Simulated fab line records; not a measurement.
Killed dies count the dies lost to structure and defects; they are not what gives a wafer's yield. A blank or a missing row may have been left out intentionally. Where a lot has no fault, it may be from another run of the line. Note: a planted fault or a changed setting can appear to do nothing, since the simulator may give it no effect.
Chamber matching | flow n5 finfet | N5_BEOL_M7_ALD_77 on ald metal-03: 4 sister chambers
The step deposits TaN, target thk 2 nm, pulse time 2 s, purge time 3 s. 8 wafers are shown with their chamber, then 8 later ones without.

## WAFERS, EACH WITH ITS CHAMBER
wafer  | chamber | heater power w (W) | precursor vessel pressure torr (Torr)
L078.1 | 0       | 428                | 26.23
L078.4 | 2       | 360                | 26.23
L079.1 | 0       | 430                | 26.25
L079.3 | 1       | 470                | 26.25
L082.4 | 1       | 460                | 26.19
L082.5 | 3       | 455                | 26.23
L082.6 | 2       | 360                | 26.16
L089.4 | 3       | 465                | 26.26

## WAFERS WHOSE CHAMBER IS MISSING
wafer  | heater power w (W) | precursor vessel pressure torr (Torr)
L089.5 | 473                | 26.28
L089.6 | 437                | 26.23
L094.1 | 454                | 26.24
L094.5 | 368                | 26.22
L094.6 | 476                | 26.24
L097.2 | 423                | 26.26
L097.3 | 453                | 26.30
L097.5 | 366                | 26.30

## CHAMBER TAKEN BY EACH
wafer  | from the rows above     | in truth
L089.5 | can't be placed: 1 or 3 | 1
L089.6 | 0                       | 0
L094.1 | can't be placed: 3 or 1 | 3
L094.5 | 2                       | 2
L094.6 | can't be placed: 1 or 3 | 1
L097.2 | 0                       | 0
L097.3 | can't be placed: 3 or 1 | 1
L097.5 | 2                       | 2
Correct placement for 4 of the 8. Can't be placed from these rows: 4 (the true chamber is among the candidates in 4). Wrongly placed: 0.
How it was worked out, from the rows above alone: a wafer's distance from a chamber is the root of the sum, over the readings, of the square of ((its reading less the chamber's mean) divided by the reading's scatter). If the next closest chamber is less than 2 further off than the closest, the wafer can't be placed; otherwise it belongs to the closest. A chamber's mean is the mean of its shown wafers. How the scatter is found: for the shown wafers, subtract from each reading the mean of its chamber, square and add these, divide the total by (wafers less chambers), then take the root.
